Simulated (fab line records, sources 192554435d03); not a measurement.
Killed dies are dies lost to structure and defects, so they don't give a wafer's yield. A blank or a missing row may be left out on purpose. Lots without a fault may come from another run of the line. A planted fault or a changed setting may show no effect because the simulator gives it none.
Which tool did it? | flow n5_finfet | 20 lots, 60 wafers sampled, at 2 steps of a route of 1938

WHAT THE GAUGES READ, wafer by wafer
N5_BEOL_M0_SAQP_INSPECT_16: inspects for defects (brightfield).
lot  | measured     | on                | raw_defect_count
L074 | day 5 09:31  | defect_inspect-02 | 347 682 695
L075 | day 5 16:16  | defect_inspect-01 | 451 450 336
L077 | day 6 07:58  | defect_inspect-02 | 388 564 486
L078 | day 6 11:40  | defect_inspect-02 | 670 561 901
L079 | day 6 18:57  | defect_inspect-01 | 563 649 459
L081 | day 7 04:33  | defect_inspect-01 | 519 382 503
L082 | day 7 19:08  | defect_inspect-01 | 677 701 714
L083 | day 7 19:58  | defect_inspect-02 | 540 461 560
L084 | day 8 07:52  | defect_inspect-02 | 489 399 366
L086 | day 8 13:32  | defect_inspect-02 | 392 399 332
L087 | day 8 20:48  | defect_inspect-01 | 1046 616 616
L088 | day 9 00:53  | defect_inspect-01 | 433 424 525
L089 | day 9 09:10  | defect_inspect-02 | 380 460 283
L090 | day 9 13:05  | defect_inspect-02 | 506 465 414
L091 | day 9 20:26  | defect_inspect-02 | 377 554 689
L092 | day 10 00:13 | defect_inspect-02 | 432 441 405
L093 | day 10 08:49 | defect_inspect-01 | 481 457 425
L094 | day 10 12:44 | defect_inspect-02 | 296 346 319
L095 | day 10 20:04 | defect_inspect-01 | 410 662 487
L097 | day 11 09:13 | defect_inspect-01 | 501 921 746

WHICH TOOL RAN EACH LOT (tool, then ch and the chambers of the sampled wafers, then the start)
lot  | N5_BEOL_M0_SAQP_HM_DEP_111
L074 | pecvd-03 ch 0,2, day 5 09:09
L075 | pecvd-02 ch 0,1,2, day 5 15:54
L077 | pecvd-01 ch 0,1,2, day 6 07:28
L078 | pecvd-01 ch 1,2, day 6 11:16
L079 | pecvd-02 ch 0,1, day 6 18:27
L081 | pecvd-03 ch 0,2, day 7 04:03
L082 | pecvd-01 ch 0,1, day 7 18:38
L083 | pecvd-02 ch 0,1,2, day 7 19:35
L084 | pecvd-02 ch 1,2, day 8 07:22
L086 | pecvd-01 ch 0,2, day 8 13:02
L087 | pecvd-02 ch 1,2, day 8 20:18
L088 | pecvd-03 ch 0,2, day 9 00:31
L089 | pecvd-03 ch 0,2, day 9 08:40
L090 | pecvd-03 ch 0,1, day 9 12:42
L091 | pecvd-03 ch 0,1, day 9 19:56
L092 | pecvd-03 ch 0,2, day 9 23:50
L093 | pecvd-01 ch 0,1, day 10 08:19
L094 | pecvd-03 ch 0,1,2, day 10 12:14
L095 | pecvd-01 ch 1,2, day 10 19:34
L097 | pecvd-01 ch 0,2, day 11 08:43
- N5_BEOL_M0_SAQP_HM_DEP_111: deposits SiO2 from SiH4/N2O, target thk 12 nm, time 7.2 s.

WHAT THE TOOLS THEMSELVES READ (means of the sampled wafers that have a number; where no wafer has one, the mark that the record gives instead)
N5_BEOL_M0_SAQP_HM_DEP_111.
lot  | tool     | heater_power_w (W) | rf_fwd_power_W (W) | showerhead_plenum_p_Torr (Torr) | susceptor_temp_C (C)
L074 | pecvd-03 | 888                | 271.8              | 8.09                            | 399.85
L075 | pecvd-02 | 797                | 271.8              | 8.09                            | 400.11
L077 | pecvd-01 | 729                | 272.9              | 8.16                            | 399.95
L078 | pecvd-01 | 684                | 273.2              | 8.25                            | 399.85
L079 | pecvd-02 | 783                | 272.3              | 8.04                            | 399.89
L081 | pecvd-03 | 961                | 272.8              | 8.10                            | 400.24
L082 | pecvd-01 | 762                | 273.0              | 8.10                            | 399.85
L083 | pecvd-02 | 740                | 272.9              | 8.10                            | 400.02
L084 | pecvd-02 | 789                | 272.5              | 8.13                            | 400.00
L086 | pecvd-01 | 701                | 273.8              | 8.17                            | 400.16
L087 | pecvd-02 | 706                | 272.0              | 8.11                            | 399.87
L088 | pecvd-03 | 906                | 272.2              | 8.09                            | 399.83
L089 | pecvd-03 | 777                | 272.2              | 8.10                            | 399.85
L090 | pecvd-03 | 932                | 271.6              | 8.27                            | 399.88
L091 | pecvd-03 | 928                | 272.4              | 8.27                            | 400.05
L092 | pecvd-03 | 824                | 272.4              | 8.09                            | 400.05
L093 | pecvd-01 | 683                | 273.1              | 8.18                            | 399.68
L094 | pecvd-03 | 908                | 272.3              | 8.18                            | 400.01
L095 | pecvd-01 | 703                | 273.7              | 8.26                            | 399.70
L097 | pecvd-01 | 729                | 272.9              | 8.08                            | 399.93

THE ANSWER, worked out from the rows above alone
Rule: what is usual is taken from the lots themselves. Put in order of their means at a reading, lots are off if they are a third of the lots or fewer, leave a main group of 4 or more, and stand apart from it by a gap of 3 or more times the standard deviation of the main group's means; of several such gaps the widest counts. A main group whose means are all the same, to the digits that the tables above print for the reading, isn't used. A lot without any number at a reading at which 4 lots or more have one is off too. The other lots that the step has rows for count as sound. The gauges are gone through in route order, then the tools' own readings, and for those a lot's mean is taken as printed above. The first step at which some lot is off is used, and at that step the reading that is off furthest; a lot without a number counts as furthest.
No lot is off at any reading shown: from this, nothing can be told.

WHAT THE SIMULATOR HAD PUT IN
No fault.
